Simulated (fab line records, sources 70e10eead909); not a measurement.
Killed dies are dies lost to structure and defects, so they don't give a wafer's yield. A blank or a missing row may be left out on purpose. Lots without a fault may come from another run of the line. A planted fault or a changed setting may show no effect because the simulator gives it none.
Which tool did it? | flow nand_harc | 12 lots, 36 wafers sampled, at 5 steps of a route of 1302

WHAT THE GAUGES READ, wafer by wafer
NHARC_P_M0_INSPECT_27.
lot  | measured     | on                | raw_defect_count
L075 | day 6 10:41  | defect_inspect-01 | 293 418 323
L077 | day 7 08:08  | defect_inspect-01 | 333 280 196
L079 | day 8 03:15  | defect_inspect-01 | 349 318 242
L081 | day 9 07:17  | defect_inspect-02 | 301 245 368
L083 | day 10 11:26 | defect_inspect-02 | 372 215 273
L084 | day 10 19:56 | defect_inspect-01 | 214 166 176
L088 | day 12 02:43 | defect_inspect-02 | 224 204 317
L089 | day 12 07:54 | defect_inspect-02 | 637 365 398
L091 | day 13 01:44 | defect_inspect-02 | 128 163 264
L093 | day 14 00:05 | defect_inspect-02 | 302 186 210
L095 | day 15 01:19 | defect_inspect-01 | 134 306 333
L097 | day 15 14:46 | defect_inspect-02 | 486 287 459

WHICH TOOL RAN EACH LOT (tool, then ch and the chambers of the sampled wafers, then the start)
lot  | NHARC_P_GATE_RTA_82              | NHARC_P_CONTACT_CVD_23                   | NHARC_P_CONTACT_CMP_24        | NHARC_P_M0_DESCUM_14
L075 | rtp_anneal-01 ch 0, day 6 02:05  | cvd_w-01 ch 0,1, day 6 06:46 or earlier  | cmp-04 ch 0,1,2, day 6 06:46  | rie_diel-06 ch 0,2, day 6 08:08
L077 | rtp_anneal-02 ch 0, day 6 23:33  | cvd_w-01 ch 0,1, day 7 04:14 or earlier  | cmp-02 ch 1,2,3, day 7 04:14  | rie_diel-03 ch 0,1, day 7 05:39
L079 | rtp_anneal-02 ch 0, day 7 18:26  | cvd_w-01 ch 0,1, day 7 23:04 or earlier  | cmp-03 ch 2,3, day 7 23:04    | rie_diel-03 ch 0,2,3, day 8 00:35
L081 | rtp_anneal-02 ch 0, day 8 22:37  | cvd_w-02 ch 0,1, day 9 03:20 or earlier  | cmp-03 ch 0,2,3, day 9 03:20  | rie_diel-06 ch 0,1,2, day 9 04:49
L083 | rtp_anneal-01 ch 0, day 10 02:55 | cvd_w-01 ch 0,1, day 10 07:32 or earlier | cmp-02 ch 0,1,3, day 10 07:32 | rie_diel-06 ch 0,1,2, day 10 08:58
L084 | rtp_anneal-01 ch 0, day 10 11:24 | cvd_w-02 ch 0,1, day 10 16:07 or earlier | cmp-03 ch 0,1,3, day 10 16:07 | rie_diel-06 ch 0,1,3, day 10 17:26
L088 | rtp_anneal-01 ch 0, day 11 18:10 | cvd_w-02 ch 0, day 11 22:55 or earlier   | cmp-04 ch 0,2,3, day 11 22:55 | rie_diel-03 ch 0,2, day 12 00:15
L089 | rtp_anneal-02 ch 0, day 11 23:11 | cvd_w-02 ch 0,1, day 12 03:49 or earlier | cmp-02 ch 0,3, day 12 03:49   | rie_diel-03 ch 0,2, day 12 05:19
L091 | rtp_anneal-02 ch 0, day 12 16:19 | cvd_w-02 ch 0,1, day 12 21:07 or earlier | cmp-03 ch 1,3, day 12 21:07   | rie_diel-06 ch 0,1,2, day 12 23:05
L093 | rtp_anneal-02 ch 0, day 13 15:15 | cvd_w-02 ch 0,1, day 13 20:05 or earlier | cmp-03 ch 0,1,2, day 13 20:05 | rie_diel-03 ch 0,2,3, day 13 21:36
L095 | rtp_anneal-01 ch 0, day 14 16:39 | cvd_w-01 ch 0,1, day 14 21:19 or earlier | cmp-03 ch 1,3, day 14 21:19   | rie_diel-03 ch 0,2, day 14 22:49
L097 | rtp_anneal-02 ch 0, day 15 05:57 | cvd_w-02 ch 0,1, day 15 10:56 or earlier | cmp-04 ch 2,3, day 15 10:56   | rie_diel-03 ch 0,2,3, day 15 12:18
- NHARC_P_GATE_RTA_82: time 30 s.
- NHARC_P_CONTACT_CVD_23: deposits W, target thk 200 nm, time 557 s.
- NHARC_P_CONTACT_CMP_24: polishes, t overpolish 30 s, target thk 200 nm.
- NHARC_P_M0_DESCUM_14: chemistry O2, time 3 s.

THE ANSWER, worked out from the rows above alone
Rule: what is usual is taken from the lots themselves. Put in order of their means at a reading, lots are off if they are a third of the lots or fewer, leave a main group of 4 or more, and stand apart from it by a gap of 3 or more times the standard deviation of the main group's means; of several such gaps the widest counts. A main group whose means are all the same, to the digits that the tables above print for the reading, isn't used. A lot without any number at a reading at which 4 lots or more have one is off too. The other lots that the step has rows for count as sound.
No lot is off at any reading shown: from this, nothing can be told.

WHAT THE SIMULATOR HAD PUT IN
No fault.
